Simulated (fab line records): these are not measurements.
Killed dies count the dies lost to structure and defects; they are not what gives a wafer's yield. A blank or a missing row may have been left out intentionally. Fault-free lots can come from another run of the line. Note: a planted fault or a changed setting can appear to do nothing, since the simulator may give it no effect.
Which tool was responsible?	flow nandHarc	7 lots with 21 wafers sampled at 2 steps, on a route of 1159 steps

## WHAT THE GAUGES SHOWED, per wafer
NHARC_A_ONON_D1_THK_MEAS_11: measures by ellipsometry.
lot	measured	on	thkNm (nm)
L211	day 7 16:31	filmMetro-01	1011 1012 1015
L214	day 8 20:21	filmMetro-02	1002 1003 1001
L216	day 9 03:34	filmMetro-02	982 982 982
L217	day 9 17:58	filmMetro-01	1007 1007 1008
L220	day 11 02:05	filmMetro-01	625 624 625
L225	day 11 22:19	filmMetro-01	631 632 633
L230	day 12 22:13	filmMetro-02	980 980 980

## TOOL THAT RAN EACH LOT (tool first, then ch and the chambers of the sampled wafers, then the start)
lot	NHARC_A_ONON_D1_DEP_09
L211	pecvdOnon-04 ch 0, day 7 16:01
L214	pecvdOnon-01 ch 0, day 8 19:50
L216	pecvdOnon-04 ch 0, day 9 03:07
L217	pecvdOnon-01 ch 0, day 9 17:27
L220	pecvdOnon-01 ch 0, day 11 01:41
L225	pecvdOnon-01 ch 0, day 11 21:52
L230	pecvdOnon-03 ch 0, day 12 21:43
- NHARC_A_ONON_D1_DEP_09: target thk 1000 nm.

## THE ANSWER, worked out from the rows above alone
Rule: the usual values come from the lots themselves. Put in order of their means at a reading, lots are off if they are a third of the lots or fewer, leave a main group of 4 or more, and stand apart from it by a gap of 3 or more times the standard deviation of the main group's means; of several such gaps the widest counts. A main group whose means are all the same, to the digits that the tables above print for the reading, isn't used. Also off: a lot with no number at a reading for which 4 or more lots have one. Where the step has rows for the other lots, those lots are counted as sound.
Off: L220, L225 (NHARC_A_ONON_D1_THK_MEAS_11, thkNm). The main group: mean 997 nm, standard deviation 13.
A tool fits if, at a process step before that reading, it ran every lot that is off, and no sound lot after the first of them. The gauges at NHARC_A_ONON_D1_THK_MEAS_11 are tried like those tools. This does not decide it: 2 tools fit, namely pecvdOnon-01 at NHARC_A_ONON_D1_DEP_09 and filmMetro-01 at NHARC_A_ONON_D1_THK_MEAS_11.

## WHAT WAS PUT IN BY THE SIMULATOR
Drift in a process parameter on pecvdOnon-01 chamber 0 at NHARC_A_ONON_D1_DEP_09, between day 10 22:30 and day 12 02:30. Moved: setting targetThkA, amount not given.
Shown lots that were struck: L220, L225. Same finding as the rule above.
